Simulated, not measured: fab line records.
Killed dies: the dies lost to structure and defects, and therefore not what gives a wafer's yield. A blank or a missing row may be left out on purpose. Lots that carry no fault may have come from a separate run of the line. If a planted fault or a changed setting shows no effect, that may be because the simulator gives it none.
What tool caused it? :: flow n5 finfet :: 10 lots with 29 wafers sampled at 4 steps, on a route of 1938 steps

WHAT EACH GAUGE READ, for each wafer
N5_BEOL_M4_RC_MEAS_101. Usual: CJ_P 5.79, standard deviation 0.19; DIBL_N 36.3 mV/V, standard deviation 1.6; DIBL_P 36.2 mV/V, standard deviation 2.1; IOFF_N 0.16 nA/um, standard deviation 0.031; IOFF_P 0.21 nA/um, standard deviation 0.034; ION_N 673 uA/um, standard deviation 11; ION_P 461 uA/um, standard deviation 7.4; SS_N 71.6 mV/dec, standard deviation 0.55; SS_P 73.3 mV/dec, standard deviation 0.66; VT_N 251 mV, standard deviation 3.2; VT_P -251 mV, standard deviation 3.5.
lot: L440
measured: day 7 13:00
on: prober-02
CJ_P: 6.10 5.59
DIBL_N (mV/V): 36.6 34.4
DIBL_P (mV/V): 35.7 33.3
IOFF_N (nA/um): 0.16 0.13
IOFF_P (nA/um): 0.23 0.19
ION_N (uA/um): 678 683
ION_P (uA/um): 469 473
SS_N (mV/dec): 72.4 71.6
SS_P (mV/dec): 73.7 73.3
VT_N (mV): 250 252
VT_P (mV): -252 -250
flag: 

lot: L441
measured: day 7 15:59
on: prober-02
CJ_P: 5.74 5.72 5.66
DIBL_N (mV/V): 36.3 36.8 38.4
DIBL_P (mV/V): 36.0 36.5 37.9
IOFF_N (nA/um): 0.14 0.14 0.17
IOFF_P (nA/um): 0.21 0.21 0.25
ION_N (uA/um): 683 665 676
ION_P (uA/um): 471 462 464
SS_N (mV/dec): 71.0 71.5 71.2
SS_P (mV/dec): 73.8 73.4 74.0
VT_N (mV): 254 253 250
VT_P (mV): -254 -253 -251
flag: 

lot: L445
measured: day 8 20:27
on: prober-01
CJ_P: 6.51 6.39 6.51
DIBL_N (mV/V): 34.0 35.5 32.7
DIBL_P (mV/V): 34.1 35.9 32.6
IOFF_N (nA/um): 0.12 0.15 0.11
IOFF_P (nA/um): 0.16 0.17 0.14
ION_N (uA/um): 665 666 669
ION_P (uA/um): 392 385 385
SS_N (mV/dec): 70.5 70.8 70.6
SS_P (mV/dec): 73.0 73.2 72.9
VT_N (mV): 253 251 256
VT_P (mV): -256 -253 -258
flag: OFF

lot: L446
measured: day 9 00:52
on: prober-01
CJ_P: 5.47 5.57 5.93
DIBL_N (mV/V): 39.4 39.9 40.0
DIBL_P (mV/V): 39.1 40.1 39.6
IOFF_N (nA/um): 0.25 0.24 0.26
IOFF_P (nA/um): 0.27 0.28 0.28
ION_N (uA/um): 681 683 683
ION_P (uA/um): 460 461 464
SS_N (mV/dec): 72.0 72.9 72.5
SS_P (mV/dec): 74.2 74.2 73.5
VT_N (mV): 244 245 246
VT_P (mV): -247 -247 -248
flag: 

lot: L449
measured: day 9 14:40
on: prober-02
CJ_P: 5.63 5.87 5.65
DIBL_N (mV/V): 34.8 36.3 37.1
DIBL_P (mV/V): 35.7 37.0 38.3
IOFF_N (nA/um): 0.14 0.16 0.18
IOFF_P (nA/um): 0.18 0.19 0.22
ION_N (uA/um): 652 679 665
ION_P (uA/um): 452 461 455
SS_N (mV/dec): 70.9 71.2 71.7
SS_P (mV/dec): 72.8 73.4 74.2
VT_N (mV): 247 250 246
VT_P (mV): -252 -254 -250
flag: 

lot: L454
measured: day 11 05:43
on: prober-01
CJ_P: 5.75 6.06 5.74
DIBL_N (mV/V): 36.4 35.1 38.9
DIBL_P (mV/V): 38.2 35.3 40.0
IOFF_N (nA/um): 0.18 0.15 0.22
IOFF_P (nA/um): 0.25 0.19 0.27
ION_N (uA/um): 687 670 682
ION_P (uA/um): 474 457 467
SS_N (mV/dec): 71.8 71.4 72.6
SS_P (mV/dec): 73.9 73.2 74.5
VT_N (mV): 246 249 246
VT_P (mV): -248 -250 -250
flag: 

lot: L455
measured: day 11 16:39
on: prober-02
CJ_P: 5.61 5.80 6.03
DIBL_N (mV/V): 36.4 34.2 34.8
DIBL_P (mV/V): 34.9 32.6 34.5
IOFF_N (nA/um): 0.15 0.12 0.14
IOFF_P (nA/um): 0.19 0.16 0.19
ION_N (uA/um): 674 643 660
ION_P (uA/um): 457 451 459
SS_N (mV/dec): 71.6 71.2 70.7
SS_P (mV/dec): 72.7 71.4 73.0
VT_N (mV): 248 255 253
VT_P (mV): -251 -251 -252
flag: 

lot: L458
measured: day 11 21:50
on: prober-01
CJ_P: 5.83 5.68 5.96
DIBL_N (mV/V): 37.7 37.0 38.1
DIBL_P (mV/V): 38.2 36.0 37.4
IOFF_N (nA/um): 0.18 0.15 0.19
IOFF_P (nA/um): 0.22 0.20 0.23
ION_N (uA/um): 687 668 676
ION_P (uA/um): 465 461 464
SS_N (mV/dec): 71.7 72.2 72.0
SS_P (mV/dec): 73.5 73.6 73.1
VT_N (mV): 249 250 250
VT_P (mV): -252 -255 -248
flag: 

lot: L462
measured: day 13 07:39
on: prober-01
CJ_P: 6.17 5.75 5.80
DIBL_N (mV/V): 34.2 37.2 36.9
DIBL_P (mV/V): 32.7 37.0 36.4
IOFF_N (nA/um): 0.10 0.15 0.14
IOFF_P (nA/um): 0.14 0.19 0.19
ION_N (uA/um): 656 667 666
ION_P (uA/um): 455 456 463
SS_N (mV/dec): 70.4 71.2 71.6
SS_P (mV/dec): 71.8 72.6 72.9
VT_N (mV): 257 251 252
VT_P (mV): -254 -253 -255
flag: 

lot: L463
measured: day 13 10:01
on: prober-01
CJ_P: 5.74 5.78 6.14
DIBL_N (mV/V): 37.9 39.1 39.1
DIBL_P (mV/V): 38.5 41.1 41.7
IOFF_N (nA/um): 0.19 0.23 0.25
IOFF_P (nA/um): 0.23 0.28 0.29
ION_N (uA/um): 687 697 708
ION_P (uA/um): 466 472 478
SS_N (mV/dec): 71.7 73.3 72.5
SS_P (mV/dec): 74.6 74.0 74.3
VT_N (mV): 248 245 243
VT_P (mV): -249 -248 -248
flag: 

WHICH TOOL RAN EACH LOT (tool, then ch and the chambers of the sampled wafers, then the start)
lot: L440
N5_SDB_ALD_29: ald sin-02 ch 1,2, day 3 19:43
N5_BEOL_M4_SPUTTER_88: pvd sputter-02, day 7 10:50
N5_BEOL_M4_SPUTTER_90: pvd sputter-02, day 7 11:04

lot: L441
N5_SDB_ALD_29: ald sin-03 ch 1,2,3, day 4 00:04
N5_BEOL_M4_SPUTTER_88: pvd sputter-01, day 7 13:40
N5_BEOL_M4_SPUTTER_90: pvd sputter-01, day 7 13:53

lot: L445
N5_SDB_ALD_29: ald sin-03 ch 0,2,3, day 5 00:49
N5_BEOL_M4_SPUTTER_88: pvd sputter-02, day 8 17:38
N5_BEOL_M4_SPUTTER_90: pvd sputter-02, day 8 17:52

lot: L446
N5_SDB_ALD_29: ald sin-04 ch 1,3, day 5 07:13
N5_BEOL_M4_SPUTTER_88: pvd sputter-01, day 8 22:50
N5_BEOL_M4_SPUTTER_90: pvd sputter-01, day 8 23:03

lot: L449
N5_SDB_ALD_29: ald sin-02 ch 1,2, day 5 23:40
N5_BEOL_M4_SPUTTER_88: pvd sputter-03, day 9 12:10
N5_BEOL_M4_SPUTTER_90: pvd sputter-03, day 9 12:23

lot: L454
N5_SDB_ALD_29: ald sin-04 ch 0,2,3, day 7 07:25
N5_BEOL_M4_SPUTTER_88: pvd sputter-01, day 11 03:40
N5_BEOL_M4_SPUTTER_90: pvd sputter-01, day 11 03:53

lot: L455
N5_SDB_ALD_29: ald sin-02 ch 0,2,3, day 7 16:29
N5_BEOL_M4_SPUTTER_88: pvd sputter-03, day 11 14:36
N5_BEOL_M4_SPUTTER_90: pvd sputter-03, day 11 14:50

lot: L458
N5_SDB_ALD_29: ald sin-04 ch 2,3, day 8 06:28
N5_BEOL_M4_SPUTTER_88: pvd sputter-02, day 11 19:41
N5_BEOL_M4_SPUTTER_90: pvd sputter-02, day 11 19:55

lot: L462
N5_SDB_ALD_29: ald sin-04 ch 0,2,3, day 9 07:01
N5_BEOL_M4_SPUTTER_88: pvd sputter-02, day 13 05:20
N5_BEOL_M4_SPUTTER_90: pvd sputter-02, day 13 05:33

lot: L463
N5_SDB_ALD_29: ald sin-04 ch 0,3, day 9 12:13
N5_BEOL_M4_SPUTTER_88: pvd sputter-02, day 13 07:52
N5_BEOL_M4_SPUTTER_90: pvd sputter-02, day 13 08:05
- N5_SDB_ALD_29: deposits SiNx, target thk 30 nm, pulse time 1 s, ald cycles 600.
- N5_BEOL_M4_SPUTTER_88: material Cu, target thk 4.5 nm, time 8.29 s.
- N5_BEOL_M4_SPUTTER_90: material Cu, target thk 4.5 nm, time 8.29 s.

AS READ BY THE TOOLS THEMSELVES (means over the sampled wafers that have a number; for cases with no such wafer, the mark the record gives instead)
N5_SDB_ALD_29. Usual: heater power w 885 W, standard deviation 92; precursor pulse height rel 0.999, standard deviation 0.019.
lot: L440
tool: ald sin-02
heater power w (W): 857
precursor pulse height rel: 0.994
flag: 

lot: L441
tool: ald sin-03
heater power w (W): 928
precursor pulse height rel: 0.986
flag: 

lot: L445
tool: ald sin-03
heater power w (W): 958
precursor pulse height rel: 0.990
flag: 

lot: L446
tool: ald sin-04
heater power w (W): 734
precursor pulse height rel: 1.011
flag: 

lot: L449
tool: ald sin-02
heater power w (W): 838
precursor pulse height rel: 0.986
flag: 

lot: L454
tool: ald sin-04
heater power w (W): 839
precursor pulse height rel: 0.990
flag: 

lot: L455
tool: ald sin-02
heater power w (W): 852
precursor pulse height rel: 0.996
flag: 

lot: L458
tool: ald sin-04
heater power w (W): 812
precursor pulse height rel: 0.982
flag: 

lot: L462
tool: ald sin-04
heater power w (W): 843
precursor pulse height rel: 1.016
flag: 

lot: L463
tool: ald sin-04
heater power w (W): 879
precursor pulse height rel: 0.990
flag: 

N5_BEOL_M4_SPUTTER_88. Usual: chuck gas flow sccm 1.26 sccm, standard deviation 0.053; throttle valve pct 29.5 %, standard deviation 1.2.
lot: L440
tool: pvd sputter-02
chuck gas flow sccm (sccm): 1.26
throttle valve pct (%): 28.7
flag: 

lot: L441
tool: pvd sputter-01
chuck gas flow sccm (sccm): 1.32
throttle valve pct (%): 28.5
flag: 

lot: L445
tool: pvd sputter-02
chuck gas flow sccm (sccm): 1.24
throttle valve pct (%): 29.5
flag: 

lot: L446
tool: pvd sputter-01
chuck gas flow sccm (sccm): 1.25
throttle valve pct (%): 28.9
flag: 

lot: L449
tool: pvd sputter-03
chuck gas flow sccm (sccm): 1.25
throttle valve pct (%): 30.3
flag: 

lot: L454
tool: pvd sputter-01
chuck gas flow sccm (sccm): 1.34
throttle valve pct (%): 29.0
flag: 

lot: L455
tool: pvd sputter-03
chuck gas flow sccm (sccm): 1.26
throttle valve pct (%): 29.5
flag: 

lot: L458
tool: pvd sputter-02
chuck gas flow sccm (sccm): 1.29
throttle valve pct (%): 28.8
flag: 

lot: L462
tool: pvd sputter-02
chuck gas flow sccm (sccm): 1.26
throttle valve pct (%): 29.4
flag: 

lot: L463
tool: pvd sputter-02
chuck gas flow sccm (sccm): 1.28
throttle valve pct (%): 29.4
flag: 

N5_BEOL_M4_SPUTTER_90. Usual: chuck gas flow sccm 1.26 sccm, standard deviation 0.054; throttle valve pct 29.5 %, standard deviation 1.2.
lot: L440
tool: pvd sputter-02
chuck gas flow sccm (sccm): 1.27
throttle valve pct (%): 28.9
flag: 

lot: L441
tool: pvd sputter-01
chuck gas flow sccm (sccm): 1.34
throttle valve pct (%): 28.6
flag: 

lot: L445
tool: pvd sputter-02
chuck gas flow sccm (sccm): 1.22
throttle valve pct (%): 29.6
flag: 

lot: L446
tool: pvd sputter-01
chuck gas flow sccm (sccm): 1.31
throttle valve pct (%): 28.9
flag: 

lot: L449
tool: pvd sputter-03
chuck gas flow sccm (sccm): 1.31
throttle valve pct (%): 30.2
flag: 

lot: L454
tool: pvd sputter-01
chuck gas flow sccm (sccm): 1.25
throttle valve pct (%): 29.1
flag: 

lot: L455
tool: pvd sputter-03
chuck gas flow sccm (sccm): 1.27
throttle valve pct (%): 29.3
flag: 

lot: L458
tool: pvd sputter-02
chuck gas flow sccm (sccm): 1.28
throttle valve pct (%): 28.6
flag: 

lot: L462
tool: pvd sputter-02
chuck gas flow sccm (sccm): 1.28
throttle valve pct (%): 29.4
flag: 

lot: L463
tool: pvd sputter-02
chuck gas flow sccm (sccm): 1.19
throttle valve pct (%): 29.4
flag: 

THE ANSWER, worked out from the rows above alone
Rule: take the mean of a lot's wafers that have a number; if it is more than 3 standard deviations from the usual mean, the lot is off. A lot without any number at a reading at which 4 lots or more have one is off too. Any other lot the step has rows for is counted as sound. After the gauges, taken in route order, come the tools' own readings; for these a lot's mean is taken, as printed above. The first step at which some lot is off is used, and at that step the reading that is off furthest; a lot without a number counts as furthest.
Off: at N5_BEOL_M4_RC_MEAS_101 (ION_P), L445.
A tool fits if, at a process step before that reading, it ran every lot that is off, and no sound lot after the first of them. The gauges at N5_BEOL_M4_RC_MEAS_101 are tried like those tools. One fits: N5_SDB_ALD_29 on ald sin-03. A fault onset in the window from L441 (day 4 00:04, its last sound lot) to L445 (day 5 00:49, its first lot off) fits.

WHAT THE SIMULATOR HAD PUT IN
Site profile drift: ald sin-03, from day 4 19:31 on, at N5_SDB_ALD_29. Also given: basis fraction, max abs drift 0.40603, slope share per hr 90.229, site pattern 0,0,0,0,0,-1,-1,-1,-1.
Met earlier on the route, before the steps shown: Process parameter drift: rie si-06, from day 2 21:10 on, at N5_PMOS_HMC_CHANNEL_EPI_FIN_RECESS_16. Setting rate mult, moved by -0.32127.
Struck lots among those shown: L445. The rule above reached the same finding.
